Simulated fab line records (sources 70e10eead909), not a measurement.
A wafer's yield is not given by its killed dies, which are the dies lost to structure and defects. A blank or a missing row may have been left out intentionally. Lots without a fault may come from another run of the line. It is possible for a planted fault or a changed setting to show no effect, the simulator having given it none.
Comparing a struck lot with a sound one -- flow nand harc -- 13 steps out of a route of 1159
Sound: these wafers, L118.1, L118.4, L118.6. Wafers struck: L127.1, L127.2, L127.5. The cause is given at the end.
Per side, at each step with rows, come the tool, then ch with its chambers, and then its first start. Under that, the readings that differ: sound wafers -- struck wafers -- difference of the means -- sigmas: that difference in standard deviations of wafers without a fault.
alike: words and numbers the same on both sides, and readings whose means are apart by under 2 such deviations; not compared: readings that were withheld, readings missing a value for some wafer, numbers with overlapping values and no deviation given by the record, and bounds like >300 which may hide the same value.
Wherever a step has rows on one side only, a row that says differs or no value, or a row with sigmas, the two part there. Numbers that have no deviation but don't overlap get no sigmas and don't part them. Lack of a reading on every wafer of one side parts them only where that side has two or more wafers.

NHARC_A_STAIRCASE_CMP_472: polishes SiO2.
  sound on cmp-01 ch 1,2,3, day 15 20:19; struck on cmp-02 ch 0,1, day 18 06:28
  alike: motor current A
following that, these wafers have no rows for 1 step: NHARC_A_STAIRCASE_SRD_474.
NHARC_A_STAIRCASE_INSPECT_155:
  sound on defect inspect-02 at day 15 20:37; struck on defect inspect-01 at day 18 06:49
  alike: raw defect count
NHARC_A_SGD_CUT_DEP_00: deposits SiNx, target thk 50 nm.
  sound on pecvd-04 ch 0,1,2, day 15 20:43; struck on pecvd-01 ch 0,1,2, day 18 06:53
  alike: heater power w
then, 7 steps without rows for these wafers: NHARC_A_SGD_CUT_DEHYDRATE_01 (time 120 s); NHARC_A_SGD_CUT_HMDS_02 (time 30 s); NHARC_A_SGD_CUT_COAT_56 (time 75 s); NHARC_A_SGD_CUT_COAT_57 (time 65 s); NHARC_A_SGD_CUT_COAT_03 (resist thk 90 nm); NHARC_A_SGD_CUT_SOFTBAKE_04 (time 55 s); NHARC_A_SGD_CUT_EBR_05.
NHARC_A_SGD_CUT_EXPOSE_06: exposes mask SGD.
  struck on arfi scanner-01, day 18 07:28; sound on arfi scanner-01 ch 0, day 15 21:16
  no value came back on the struck wafers for exposure dose mJ cm2, focus offset nm (nm); on the sound wafers exposure dose mJ cm2 reads 85.59 85.61 85.54
  alike: mask
then, 1 step without rows for these wafers: NHARC_A_SGD_CUT_PEB_07 (peb time 65 s).

## WHERE THEY PART
At NHARC_A_SGD_CUT_EXPOSE_06 and nowhere else, as far as this record goes.

WHY: what the simulator had put in
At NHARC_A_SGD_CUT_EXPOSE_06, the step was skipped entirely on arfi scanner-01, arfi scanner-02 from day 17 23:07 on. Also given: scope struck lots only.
